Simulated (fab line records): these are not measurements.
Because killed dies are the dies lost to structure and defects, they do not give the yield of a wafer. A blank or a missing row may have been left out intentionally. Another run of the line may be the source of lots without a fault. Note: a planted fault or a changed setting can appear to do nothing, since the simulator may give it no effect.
Chamber matching + flow n5Finfet + N5_BEOL_M0_SAQP_STRIP_75 on rieDiel-02 has 4 sister chambers
The step strips in CF4. 8 wafers are shown with their chamber, then 9 later ones without.

== EACH WAFER AND ITS CHAMBER ==
| wafer  | chamber | drypumpMotorCurrentA (A) | throttleValvePct (%) |
|--------|---------|--------------------------|----------------------|
| L076.2 | 0       | 5.6                      | 13.28                |
| L077.5 | 3       | 5.8                      | 13.86                |
| L082.2 | 2       | 6.0                      | 13.69                |
| L082.3 | 0       | 5.6                      | 13.31                |
| L082.5 | 1       | 6.3                      | 13.22                |
| L083.3 | 3       | 5.8                      | 13.88                |
| L083.4 | 1       | 6.4                      | 13.22                |
| L083.5 | 2       | 6.0                      | 13.70                |

== WAFERS WHOSE CHAMBER IS MISSING ==
| wafer  | drypumpMotorCurrentA (A) | throttleValvePct (%) |
|--------|--------------------------|----------------------|
| L087.1 | 5.8                      | 13.89                |
| L087.4 | 6.1                      | 13.71                |
| L087.6 | 6.3                      | 13.23                |
| L095.4 | 5.8                      | 13.93                |
| L095.5 | 6.0                      | 13.74                |
| L095.6 | 5.6                      | 13.35                |
| L096.2 | 5.6                      | 13.37                |
| L096.3 | 6.0                      | 13.75                |
| L096.6 | 5.6                      | 13.38                |

== THE CHAMBER EACH PASSED THROUGH ==
| wafer  | from the rows above | in truth |
|--------|---------------------|----------|
| L087.1 | 3                   | 3        |
| L087.4 | 2                   | 2        |
| L087.6 | 1                   | 1        |
| L095.4 | 3                   | 3        |
| L095.5 | 2                   | 2        |
| L095.6 | 0                   | 0        |
| L096.2 | 0                   | 0        |
| L096.3 | 2                   | 2        |
| L096.6 | 0                   | 0        |
9 of 9 placed correctly. Can't be placed from these rows: 0. Wrongly placed: 0.
How it was worked out, from the rows above alone: a wafer's distance from a chamber is the root of the sum, over the readings, of the square of ((its reading less the chamber's mean) divided by the reading's scatter). If the next closest chamber is less than 2 further off than the closest, the wafer can't be placed; otherwise it belongs to the closest. A chamber's mean is the mean of its shown wafers. The scatter is the square root of a quotient: the sum, over the shown wafers, of each reading's squared deviation from its chamber's mean, divided by wafers minus chambers.
